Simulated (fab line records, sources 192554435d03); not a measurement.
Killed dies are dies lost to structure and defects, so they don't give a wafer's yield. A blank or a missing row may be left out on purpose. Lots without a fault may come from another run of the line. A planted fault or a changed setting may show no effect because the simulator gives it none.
fab line records | flow n5_finfet
record lots=10 wafers=30 last_day=18
route steps=1938 shown WELL_APT@29 PMOS_HMC_CHANNEL_EPI@57 BEOL_M4@1111 PASSIVATION@1936
lots that met no fault: from a run of the same line without faults
start_h: hours from the record's first day to the start of the lot's first wafer shown | wait_h: hours since the lot's step before | " the same as in the row above | L1.1+2: a row that stands for several wafers | - no value, or no start given | * or withheld: withheld | < > ~ a bound
route shown NAME@n: a module of which the file shows steps, and the number in the route of the first | usual: mean/standard deviation of fault-free wafers | same: alike in all rows | chamber/n: place in a boat | sites: the reading at each site | _std_site: their standard deviation | _edge_site: outer sites' mean less inner sites' | radius_mm: how far each site lies from the wafer's centre | mask NAME#n: copy n | behind: the tool/chamber that last shaped the wafer | hold: why the lot was held/for how many hours/how that ended | device: the transistor (n, p or np) that didn't switch | end of line: the same wafers' tests at the end of the route | a step without rows: its recipe alone | killed: dies lost to structure and defects at the first sort, not the wafer's yield | map: a wafer's dies, x killed, . not, _ none there
set.NAME: the setting as run; set.NAME@STEP: as run at that earlier step | model.NAME: the simulator's own value behind a step, which no gauge read
steps of the route over a sample of lots; a table a step, a row a wafer
services: from which hour (start_h, from the record's first day; less than 0 if before it) a tool's chamber was out of use, for how many hours, and why
## steps
# step N5_WELL_APT_OVL_MEAS_09
# recipe points_per_wafer=44
# usual NWELL_OVL=-7/5.9
# columns lot.wafer tool chamber start_h wait_h NWELL_OVL[nm]
L951.1 overlay-01 0 13.76 0.0 4
L951.2 " 0 " " -5
L951.3 " 0 " " -7
L954.3 overlay-01 0 31.66 0.0 -14
L954.4 " 0 " " -5
L954.6 " 0 " " -10
L956.3 overlay-01 0 44.13 0.0 -7
L956.4 " 0 " " -5
L956.6 " 0 " " -13
L957.1 overlay-01 0 49.99 0.0 -6
L957.4 " 0 " " -13
L957.6 " 0 " " -14
L961.1 overlay-01 0 73.84 0.0 -3
L961.5 " 0 " " -1
L961.6 " 0 " " -12
L962.2 overlay-01 0 79.72 0.0 -11
L962.4 " 0 " " -9
L962.6 " 0 " " -7
L963.1 overlay-02 0 85.71 0.0 -13
L963.2 " 0 " " -11
L963.4 " 0 " " -3
L970.1 overlay-01 0 127.84 0.0 -8
L970.2 " 0 " " 1
L970.3 " 0 " " -4
L971.4 overlay-02 0 134.02 0.0 3
L971.5 " 0 " " -9
L971.6 " 0 " " -7
L974.4 overlay-01 0 151.71 0.0 4
L974.5 " 0 " " -6
L974.6 " 0 " " 7
# step N5_WELL_APT_EPI_41
# recipe material=Si target_thk_a=500 temp_c=650 precursor=SiH4/H2 pressure_torr=20 time_s=297.7
# usual throttle_valve_pct=11.36/0.25
# columns lot.wafer tool chamber start_h wait_h throttle_valve_pct
L951.1 epi_rpcvd-04 0 16.31 0.0 11.11
L951.2 " 0 " " 11.08
L951.3 " 0 " " 11.17
L954.3 epi_rpcvd-03 0 34.31 0.3 11.63
L954.4 " 0 " " 11.36
L954.6 " 0 " " 11.73
L956.3 epi_rpcvd-04 0 46.62 0.2 11.16
L956.4 " 0 " " 11.19
L956.6 " 0 " " 11.00
L957.1 epi_rpcvd-02 0 52.66 0.0 11.04
L957.4 " 0 " " 11.33
L957.6 " 0 " " 11.65
L961.1 epi_rpcvd-03 0 77.66 0.0 11.70
L961.5 " 0 " " 11.72
L961.6 " 0 " " 11.40
L962.2 epi_rpcvd-02 0 82.55 0.1 11.27
L962.4 " 0 " " 11.20
L962.6 " 0 " " 11.40
L963.1 epi_rpcvd-03 0 88.11 0.0 11.83
L963.2 " 0 " " 11.57
L963.4 " 0 " " 11.77
L970.1 epi_rpcvd-02 0 130.28 0.0 11.63
L970.2 " 0 " " 11.24
L970.3 " 0 " " 10.92
L971.4 epi_rpcvd-02 0 137.02 0.3 11.47
L971.5 " 0 " " 11.63
L971.6 " 0 " " 11.33
L974.4 epi_rpcvd-02 0 154.36 0.3 11.11
L974.5 " 0 " " 11.54
L974.6 " 0 " " 11.44
# step N5_PMOS_HMC_CHANNEL_EPI_HM_DEP_34
# recipe material=SiO2 target_thk_a=360 temp_c=400 precursor=TEOS/O2 pressure_torr=6.5 rf_w=900 teos_flow_sccm=161.4 gas=O2 flow_sccm=2650 time_s=6.9
# usual heater_power_w=551/100 showerhead_plenum_p_Torr=8.36/0.041 throttle_valve_pct=18.8/0.79
# columns lot.wafer tool chamber start_h wait_h heater_power_w showerhead_plenum_p_Torr throttle_valve_pct
L951.1 pecvd-03 2 16.99 0.0 451 8.37 17.6
L951.2 " 0 " " 573 8.41 18.3
L951.3 " 1 " " 482 8.30 19.6
L954.3 pecvd-01 0 34.91 0.0 477 8.31 18.2
L954.4 " 1 " " 485 8.42 19.8
L954.6 " 0 " " 494 8.33 18.1
L956.3 pecvd-02 1 47.10 0.0 538 8.38 18.3
L956.4 " 0 " " 514 8.36 19.8
L956.6 " 1 " " 551 8.40 18.5
L957.1 pecvd-03 1 53.34 0.0 509 8.29 19.3
L957.4 " 2 " " 457 8.36 17.7
L957.6 " 0 " " 611 8.40 18.4
L961.1 pecvd-02 2 78.34 0.0 669 8.33 17.7
L961.5 " 1 " " 497 8.40 18.4
L961.6 " 0 " " 584 8.32 20.1
L962.2 pecvd-02 0 83.12 0.0 677 8.37 19.9
L962.4 " 0 " " 698 8.36 20.1
L962.6 " 1 " " 538 8.40 18.7
L963.1 pecvd-03 0 88.79 0.0 569 8.38 18.5
L963.2 " 1 " " 476 8.30 19.8
L963.4 " 1 " " 482 8.31 19.9
L970.1 pecvd-02 2 130.96 0.0 758 8.32 18.0
L970.2 " 1 " " 547 8.39 18.4
L970.3 " 0 " " 684 8.36 20.0
L971.4 pecvd-01 1 137.40 0.0 506 8.43 20.1
L971.5 " 2 " " 682 8.39 18.9
L971.6 " 0 " " 628 8.30 18.4
L974.4 pecvd-01 0 154.77 0.1 495 8.29 18.2
L974.5 " 0 " " 485 8.31 18.7
L974.6 " 2 " " 683 8.36 18.8
# step N5_PMOS_HMC_CHANNEL_EPI_EXPOSE_06
# recipe mask_id=PMOS_HMC_BLK na=1.35 source_shape=conventional sigma_outer=0.8 polarization=unpolarized target_cd_nm=240 dose_mj=41
# usual exposure_dose_mJ_cm2=40.97/0.04 reticle_temp_C=23.04/0.1
# same na=1.35
# columns lot.wafer tool chamber start_h wait_h mask exposure_dose_mJ_cm2 reticle_temp_C
L951.1 arfi_scanner-01 0 17.14 - PMOS_HMC_BLK#0 40.95 23.16
L951.2 " 0 " " PMOS_HMC_BLK#0 40.96 22.86
L951.3 " 0 " " PMOS_HMC_BLK#0 40.96 23.07
L954.3 arfi_scanner-02 0 35.21 - PMOS_HMC_BLK#0 40.97 23.10
L954.4 " 0 " " PMOS_HMC_BLK#0 40.97 23.13
L954.6 " 0 " " PMOS_HMC_BLK#0 41.00 22.99
L956.3 arfi_scanner-02 0 47.40 - PMOS_HMC_BLK#0 41.00 23.00
L956.4 " 0 " " PMOS_HMC_BLK#0 40.98 23.01
L956.6 " 0 " " PMOS_HMC_BLK#0 40.99 23.13
L957.1 arfi_scanner-02 0 53.49 - PMOS_HMC_BLK#0 40.95 23.05
L957.4 " 0 " " PMOS_HMC_BLK#0 40.98 23.04
L957.6 " 0 " " PMOS_HMC_BLK#0 40.92 23.03
L961.1 arfi_scanner-01 0 78.62 - PMOS_HMC_BLK#0 40.90 23.15
L961.5 " 0 " " PMOS_HMC_BLK#0 40.94 23.02
L961.6 " 0 " " PMOS_HMC_BLK#0 40.93 23.09
L962.2 arfi_scanner-03 0 83.42 - PMOS_HMC_BLK#0 40.96 23.07
L962.4 " 0 " " PMOS_HMC_BLK#0 40.92 22.99
L962.6 " 0 " " PMOS_HMC_BLK#0 40.94 22.96
L963.1 arfi_scanner-03 0 88.94 - PMOS_HMC_BLK#0 40.95 23.03
L963.2 " 0 " " PMOS_HMC_BLK#0 40.89 23.02
L963.4 " 0 " " PMOS_HMC_BLK#0 40.92 23.06
L970.1 arfi_scanner-01 0 131.24 - PMOS_HMC_BLK#0 40.95 22.99
L970.2 " 0 " " PMOS_HMC_BLK#0 40.96 22.90
L970.3 " 0 " " PMOS_HMC_BLK#0 40.91 22.90
L971.4 arfi_scanner-01 0 137.56 - PMOS_HMC_BLK#0 40.93 22.90
L971.5 " 0 " " PMOS_HMC_BLK#0 40.98 23.13
L971.6 " 0 " " PMOS_HMC_BLK#0 40.92 23.06
L974.4 arfi_scanner-01 0 155.07 - PMOS_HMC_BLK#0 40.99 23.17
L974.5 " 0 " " PMOS_HMC_BLK#0 40.95 23.13
L974.6 " 0 " " PMOS_HMC_BLK#0 40.97 23.13
# step N5_PMOS_HMC_CHANNEL_EPI_OVL_MEAS_10
# recipe points_per_wafer=44
# usual PMOS_HMC_BLK_OVL=0.0/0.82
# columns lot.wafer tool chamber start_h wait_h PMOS_HMC_BLK_OVL[nm]
L951.1 overlay-02 0 17.29 0.0 0.7
L951.2 " 0 " " -0.6
L951.3 " 0 " " 0.8
L954.3 overlay-02 0 35.35 0.0 0.2
L954.4 " 0 " " -0.3
L954.6 " 0 " " 0.6
L956.3 overlay-01 0 47.55 0.0 69.2
L956.4 " 0 " " 69.8
L956.6 " 0 " " 70.2
L957.1 overlay-01 0 53.64 0.0 74.4
L957.4 " 0 " " 74.4
L957.6 " 0 " " 74.2
L961.1 overlay-02 0 78.77 0.0 0.0
L961.5 " 0 " " -0.1
L961.6 " 0 " " -0.7
L962.2 overlay-02 0 83.58 0.0 1.1
L962.4 " 0 " " 0.1
L962.6 " 0 " " 0.2
L963.1 overlay-02 0 89.10 0.0 -0.6
L963.2 " 0 " " 0.2
L963.4 " 0 " " 0.4
L970.1 overlay-02 0 131.39 0.0 -1.2
L970.2 " 0 " " -0.9
L970.3 " 0 " " -0.2
L971.4 overlay-01 0 137.70 0.0 0.5
L971.5 " 0 " " 0.0
L971.6 " 0 " " 1.1
L974.4 overlay-01 0 155.21 0.0 -0.8
L974.5 " 0 " " 2.0
L974.6 " 0 " " 0.0
# step N5_BEOL_M4_RC_MEAS_101
# usual DIBL_N=36.9/1.7 DIBL_P=36.7/2.1 IOFF_N=0.17/0.032 IOFF_P=0.22/0.036 ION_N=674/12 ION_P=461/7 SS_N=71.7/0.6 SS_P=73.4/0.67 VT_N=249/3.1 VT_P=-250/3.2
# columns lot.wafer tool chamber start_h wait_h DIBL_N[mV/V] DIBL_P[mV/V] IOFF_N[nA/um] IOFF_P[nA/um] ION_N[uA/um] ION_P[uA/um] SS_N[mV/dec] SS_P[mV/dec] VT_N[mV] VT_P[mV]
L951.1 prober-01 0 169.52 0.0 35.5 35.5 0.14 0.18 657 448 71.7 72.8 253 -254
L951.2 " 0 " " 36.4 36.6 0.15 0.20 674 464 71.3 73.2 254 -251
L951.3 " 0 " " 35.7 34.9 0.14 0.18 666 456 70.9 73.1 250 -251
L954.3 prober-02 0 182.21 0.3 32.8 32.8 0.12 0.17 660 454 70.6 72.8 255 -252
L954.4 " 0 " " 35.9 35.1 0.16 0.20 663 454 71.8 72.8 250 -252
L954.6 " 0 " " 34.4 32.9 0.14 0.17 652 446 71.6 72.2 252 -251
L957.1 prober-01 0 196.96 0.0 38.8 41.7 0.23 0.27 694 468 72.2 74.3 245 -251
L957.4 " 0 " " 36.9 38.2 0.18 0.21 676 452 71.8 73.9 250 -252
L957.6 " 0 " " 37.5 38.4 0.19 0.21 683 456 71.6 74.3 248 -254
L956.3 prober-02 0 197.64 0.4 38.0 40.4 0.20 0.27 687 469 72.1 73.6 244 -246
L956.4 " 0 " " 35.7 36.3 0.16 0.20 670 464 71.7 72.8 248 -251
L956.6 " 0 " " 37.3 39.3 0.18 0.26 671 463 72.3 73.7 248 -248
L962.2 prober-01 0 231.92 0.2 36.1 35.3 0.15 0.22 668 466 71.4 72.6 250 -246
L962.4 " 0 " " 34.8 34.0 0.13 0.19 656 457 70.9 71.8 253 -252
L962.6 " 0 " " 35.1 34.4 0.14 0.19 665 459 71.9 72.7 252 -249
L963.1 prober-01 0 240.87 0.0 37.7 38.5 0.19 0.26 688 475 72.3 73.5 248 -245
L963.2 " 0 " " 34.9 36.7 0.14 0.21 677 466 70.8 73.7 253 -249
L963.4 " 0 " " 36.2 37.5 0.16 0.23 677 461 72.2 72.3 248 -246
L961.1 prober-01 0 248.61 0.0 38.3 37.3 0.18 0.23 684 461 72.0 73.8 250 -252
L961.5 " 0 " " 40.4 39.3 0.24 0.27 692 472 72.4 74.3 246 -249
L961.6 " 0 " " 38.5 36.5 0.20 0.22 680 458 72.6 74.3 248 -250
L970.1 prober-01 0 285.93 0.0 37.1 37.7 0.17 0.27 679 465 72.8 73.5 248 -245
L970.2 " 0 " " 36.4 35.5 0.15 0.22 668 461 71.0 73.3 252 -245
L970.3 " 0 " " 38.0 38.3 0.21 0.28 702 472 73.2 74.1 244 -245
L971.4 prober-01 0 289.45 0.5 35.4 37.3 0.16 0.21 681 464 71.1 73.6 248 -250
L971.5 " 0 " " 37.0 37.7 0.17 0.22 682 465 70.8 73.7 248 -249
L971.6 " 0 " " 35.2 37.1 0.15 0.21 682 461 71.0 73.0 250 -249
L974.4 prober-01 0 312.33 0.5 39.1 38.5 0.18 0.23 663 460 71.9 74.1 251 -249
L974.5 " 0 " " 37.7 37.1 0.16 0.22 659 458 72.1 73.7 252 -248
L974.6 " 0 " " 39.5 39.5 0.19 0.26 681 467 72.8 73.8 251 -247
# step N5_PASSIVATION_PROBE_49
# usual defect_limited_yield=91.7/1.5 killed_at_M0_to_M3=32/9.6 killed_at_M4_up=13/5.3 killed_at_contacts=12/6.8 killed_at_front_end=36/9.8 killed_at_other=4/3.1 killed_dies=98/17 killed_open=65/13 killed_short=32/8.5 sort_bin_5_function=4.9/0.93 sort_bin_6_memory=3.2/0.67 sort_bin_8_speed=0.00/0.02 sort_n_pass=1082/17
# same gross_dies=1180 killed_at_back_side=0 sort_bin_4_leakage[%]=0
# columns lot.wafer tool chamber start_h wait_h defect_limited_yield[%] killed_at_M0_to_M3 killed_at_M4_up killed_at_contacts killed_at_front_end killed_at_other killed_dies killed_open killed_short sort_bin_5_function[%] sort_bin_6_memory[%] sort_bin_8_speed[%] sort_n_pass
L954.3 prober-02 - 281.45 0.1 93.6 23 10 9 31 3 76 49 26 3.1 2.9 0 1104
L954.4 prober-02 - 281.50 0.2 92.6 22 14 10 39 2 87 48 38 4.3 2.9 0 1093
L954.6 prober-02 - 281.60 0.3 92.0 24 13 3 49 5 94 58 34 4.7 3.1 0 1086
L963.1 prober-02 - 361.30 1.2 90.7 39 13 11 44 3 110 75 32 5.8 3.4 0.08 1070
L963.2 prober-02 - 361.35 1.3 92.4 26 8 9 45 2 90 60 30 4.2 3.3 0 1090
L963.4 prober-02 - 361.45 1.4 91.4 27 7 21 45 2 102 68 34 5.3 3.2 0 1078
# killed by level:class
L954.3 FIN_SAQP:geometric_particle:short=10 MOL_CONTACT_COAG:geometric_particle:open=9 GATE_CUT:geometric_particle:short=7 BEOL_M1:geometric_particle:open=7 FIN_SAQP:geometric_particle:open=5 BEOL_M4:geometric_particle:open=5 BEOL_M0_SAQP:geometric_particle:open=4 BEOL_M2:geometric_particle:open=4
L954.4 FIN_SAQP:geometric_particle:short=13 MOL_CONTACT_COAG:geometric_particle:open=8 FIN_SAQP:geometric_particle:open=6 STI_FIN_REVEAL:geometric_particle:open=6 BEOL_M0_SAQP:geometric_particle:short=5 BEOL_M1:geometric_particle:open=5 BEOL_M2:geometric_particle:open=5 STI_FIN_REVEAL:geometric_particle:short=3
L954.6 FIN_SAQP:geometric_particle:open=10 GATE_CUT:geometric_particle:short=7 BEOL_M1:geometric_particle:open=6 BEOL_M0_SAQP:geometric_particle:open=5 STARTING-WAFER:geometric_particle:open=5 FIN_SAQP:geometric_particle:short=4 DUMMY_GATE:geometric_particle:open=4 GATE_CUT:geometric_particle:open=4
L963.1 STI_FIN_REVEAL:geometric_particle:open=11 MOL_CONTACT_COAG:geometric_particle:open=11 BEOL_M0_SAQP:geometric_particle:open=8 BEOL_M1:geometric_particle:open=8 FIN_SAQP:geometric_particle:open=7 FIN_SAQP:geometric_particle:short=6 BEOL_M2:geometric_particle:open=6 BEOL_M4:geometric_particle:open=5
L963.2 STI_FIN_REVEAL:geometric_particle:open=12 FIN_SAQP:geometric_particle:open=9 FIN_SAQP:geometric_particle:short=8 BEOL_M0_SAQP:geometric_particle:open=8 MOL_CONTACT_COAG:geometric_particle:open=7 BEOL_M0_SAQP:geometric_particle:short=7 BEOL_M3:geometric_particle:open=5 GATE_CUT:geometric_particle:short=4
L963.4 MOL_CONTACT_COAG:geometric_particle:open=19 STI_FIN_REVEAL:geometric_particle:open=17 BEOL_M0_SAQP:geometric_particle:short=7 BEOL_M1:geometric_particle:open=6 GATE_CUT:geometric_particle:short=5 FIN_SAQP:geometric_particle:short=4 GATE_CUT:geometric_particle:open=4 FIN_SAQP:geometric_particle:open=3
## services
# columns tool chamber start_h hours kind
arfi_scanner-02 - -4.77 2.8 repair
arfi_scanner-03 - -2.69 0.3 repair
pecvd-02 - 0.35 2.8 pm
arfi_scanner-02 - 0.71 13.2 repair
epi_rpcvd-03 - 23.78 0.7 repair
pecvd-03 - 32.63 1.0 repair
arfi_scanner-01 - 39.27 1.0 pm
epi_rpcvd-02 - 40.65 2.8 pm
arfi_scanner-01 - 45.66 6.6 repair
arfi_scanner-03 - 48.20 1.0 pm
arfi_scanner-02 - 58.30 1.0 pm
arfi_scanner-01 - 59.06 1.3 pm
arfi_scanner-03 - 64.63 0.8 pm
arfi_scanner-02 - 76.17 2.3 repair
arfi_scanner-01 - 92.74 1.0 pm
arfi_scanner-02 - 93.21 1.3 pm
pecvd-03 0 93.93 3.9 repair
epi_rpcvd-02 - 106.06 0.9 repair
arfi_scanner-01 - 107.38 1.8 repair
arfi_scanner-01 - 125.03 3.9 pm
arfi_scanner-02 - 131.34 1.0 pm
arfi_scanner-01 - 146.16 4.9 pm
arfi_scanner-02 - 147.07 0.8 pm
pecvd-01 1 151.00 6.7 repair
## key
first_sign step=N5_PMOS_HMC_CHANNEL_EPI_OVL_MEAS_10 reading=PMOS_HMC_BLK_OVL direction=up sigmas=87 usual=0.0 struck=72.0
effect none on later readings
met_at N5_PMOS_HMC_CHANNEL_EPI_EXPOSE_06
struck_lots L956,L957
rows_end L956.3,L956.4,L956.6
not_acting_at N5_WELL_APT_OVL_MEAS_09,N5_WELL_APT_EPI_41,N5_PMOS_HMC_CHANNEL_EPI_HM_DEP_34
onset_between 35.21 47.40
fault kind=scanner_matching_overlay tool=arfi_scanner-02 chamber=- onset_h=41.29 steps=N5_PMOS_HMC_CHANNEL_EPI_EXPOSE_06 offset=65.932
# rows_end: these wafers met a further fault down the route, and their rows from its step on are left out
